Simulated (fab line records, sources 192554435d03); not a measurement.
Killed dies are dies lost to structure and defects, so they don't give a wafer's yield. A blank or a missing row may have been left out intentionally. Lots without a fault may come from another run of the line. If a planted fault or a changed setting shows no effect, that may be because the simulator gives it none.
The same fault as seen by 2 desks    flow n5Finfet    each desk has only its own numbers; what lay behind them comes last

## AT THE TOOL OWNER'S DESK: pecvd-03
The tool's own readings at N5_BEOL_M8_PECVD_70 (deposits SiO2 from TEOS/O2, target thk 20 nm, time 22.7 s): means of the sampled wafers that have a number, for each lot that ran on this tool. The brackets show how far a lot's mean lies from the usual mean; more than 4 standard deviations puts the lot out of limits, marked OUT.
Columns: A = heaterPowerW at N5_BEOL_M8_PECVD_70, usual 804 W; B = showerheadPlenumPTorr at N5_BEOL_M8_PECVD_70, usual 8.78 Torr; C = throttleValvePct at N5_BEOL_M8_PECVD_70, usual 22.0 %
lot   first seen here  A    B     C
L524  day 10 05:49     712  8.85  21.6
L525  day 10 12:47     702  8.84  21.6
L526  day 11 06:13     714  8.84  21.5
L534  day 12 15:02     788  8.86  22.1
L533  day 13 00:34     808  8.86  21.6
L535  day 13 07:39     745  8.85  21.5
L540  day 14 10:37     651  8.82  21.1
Result from this desk: across the 7 lots, nothing is out of limits.

## THE METROLOGY DESK
Means of the sampled wafers that have a number, per lot and without regard to the tool the lot ran on: this is what the gauges read. The brackets show how far a lot's mean lies from the usual mean; more than 4 standard deviations puts the lot out of limits, marked OUT.
Columns: A = M9_ILD_THK at N5_BEOL_M9_THK_MEAS_01, usual 267 nm
lot   first seen here  A
L524  day 10 14:38     273
L525  day 10 23:04     266
L526  day 11 13:16     273
L527  day 11 17:46     267
L528  day 11 21:50     271
L531  day 12 06:18     267
L532  day 12 20:07     268
L534  day 13 00:19     265
L533  day 13 07:55     265
L535  day 13 15:01     270
L540  day 14 17:18     263
Result from this desk: across the 11 lots, nothing is out of limits.

## ALL TOGETHER
Nothing out of limits was seen by the tool owner's desk.
The metrology desk saw nothing out of limits.

## WHAT THE SIMULATOR HAD PUT IN
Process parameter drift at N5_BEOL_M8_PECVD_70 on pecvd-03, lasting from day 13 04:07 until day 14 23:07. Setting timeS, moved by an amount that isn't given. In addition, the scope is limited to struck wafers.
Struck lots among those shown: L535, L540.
